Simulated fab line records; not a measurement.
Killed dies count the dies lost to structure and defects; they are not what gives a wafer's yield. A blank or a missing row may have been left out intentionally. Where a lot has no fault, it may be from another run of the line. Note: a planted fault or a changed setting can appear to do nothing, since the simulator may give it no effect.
The tool behind it: which one?    flow n5 finfet    27 wafers from 9 lots sampled at 4 of the route's 1938 steps

== WHAT THE GAUGES READ, wafer by wafer ==
N5_BEOL_M0_OCD_MEAS_108.
lot   measured      on      trench depth nm (nm)
L398  day 6 19:02   ocd-01  32.2 33.4 31.7
L399  day 6 19:46   ocd-01  32.3 31.2 31.0
L401  day 7 12:52   ocd-02  33.0 31.8 32.9
L403  day 8 05:29   ocd-02  34.0 33.7 32.2
L410  day 9 16:05   ocd-01  0.3 0 0
L411  day 9 18:23   ocd-01  0 0 0
L416  day 11 08:07  ocd-02  33.2 31.9 33.1
L417  day 11 09:01  ocd-01  33.4 34.2 33.9
L418  day 11 09:17  ocd-02  33.8 32.9 33.4

== TOOL THAT RAN EACH LOT (tool first, then ch and the chambers of the sampled wafers, then the start) ==
lot   N5_BEOL_M0_SAQP_ALD_48             N5_BEOL_M0_CUTY_ETCH_63             N5_BEOL_M0_TRENCH_ETCH_107
L398  ald sin-01 ch 0,1,3, day 6 16:17   rie diel-03 ch 2,3, day 6 17:20     rie diel-01 ch 1,3, day 6 18:56
L399  ald sin-01 ch 0,1, day 6 17:23     rie diel-01 ch 1,2, day 6 18:35     rie diel-01 ch 0,2,3, day 6 19:40
L401  ald sin-02 ch 0,2,3, day 7 08:25   rie diel-03 ch 0,1,3, day 7 09:45   rie diel-04 ch 0,1,3, day 7 12:45
L403  ald sin-02 ch 0,1,2, day 8 02:01   rie diel-01 ch 0,1,3, day 8 03:13   rie diel-03 ch 0,1,2, day 8 05:23
L410  ald sin-03 ch 2,3, day 9 11:48     rie diel-01 ch 0,1, day 9 13:02     rie diel-01 ch 0,1,3, day 9 15:58
L411  ald sin-01 ch 0,1,2, day 9 15:01   rie diel-03 ch 0,2,3, day 9 16:21   rie diel-04 ch 0,2,3, day 9 18:17
L416  ald sin-03 ch 0,1,3, day 11 00:30  rie diel-03 ch 1,3, day 11 01:42    rie diel-04 ch 2,3, day 11 08:01
L417  ald sin-02 ch 0,2, day 11 06:12    rie diel-03 ch 0,2,3, day 11 07:23  rie diel-03 ch 2,3, day 11 08:55
L418  ald sin-01 ch 1,2,3, day 11 07:09  rie diel-01 ch 0,1,3, day 11 08:22  rie diel-03 ch 0,1,3, day 11 09:11
- N5_BEOL_M0_SAQP_ALD_48: deposits SiO2, target thk 20 nm, pulse time 1 s, co reactant pulse time 1 s.
- N5_BEOL_M0_CUTY_ETCH_63: etches SOC in N2/H2, target depth 82.7 nm, overetch 16.5 nm, time 124 s.
- N5_BEOL_M0_TRENCH_ETCH_107: etches SiOC in C4F6/O2, target depth 32.8 nm, time 16.4 s.

== THE ANSWER, worked out from the rows above alone ==
Rule: the lots themselves supply what counts as usual. Put in order of their means at a reading, lots are off if they are a third of the lots or fewer, leave a main group of 4 or more, and stand apart from it by a gap of 3 or more times the standard deviation of the main group's means; of several such gaps the widest counts. Not used: any main group whose means are identical at the precision the tables above print for the reading. A lot without any number at a reading at which 4 lots or more have one is off too. Any other lot the step has rows for is counted as sound.
Off, at N5_BEOL_M0_OCD_MEAS_108 on trench depth nm: L410, L411. Main group: mean 32.8 nm, sd 0.71.
A tool fits if, at a process step before that reading, it ran every lot that is off, and no sound lot after the first of them. Those tools and the gauges at N5_BEOL_M0_OCD_MEAS_108 are tried in the same way. None of those tried fits.

== WHAT THE SIMULATOR HAD PUT IN ==
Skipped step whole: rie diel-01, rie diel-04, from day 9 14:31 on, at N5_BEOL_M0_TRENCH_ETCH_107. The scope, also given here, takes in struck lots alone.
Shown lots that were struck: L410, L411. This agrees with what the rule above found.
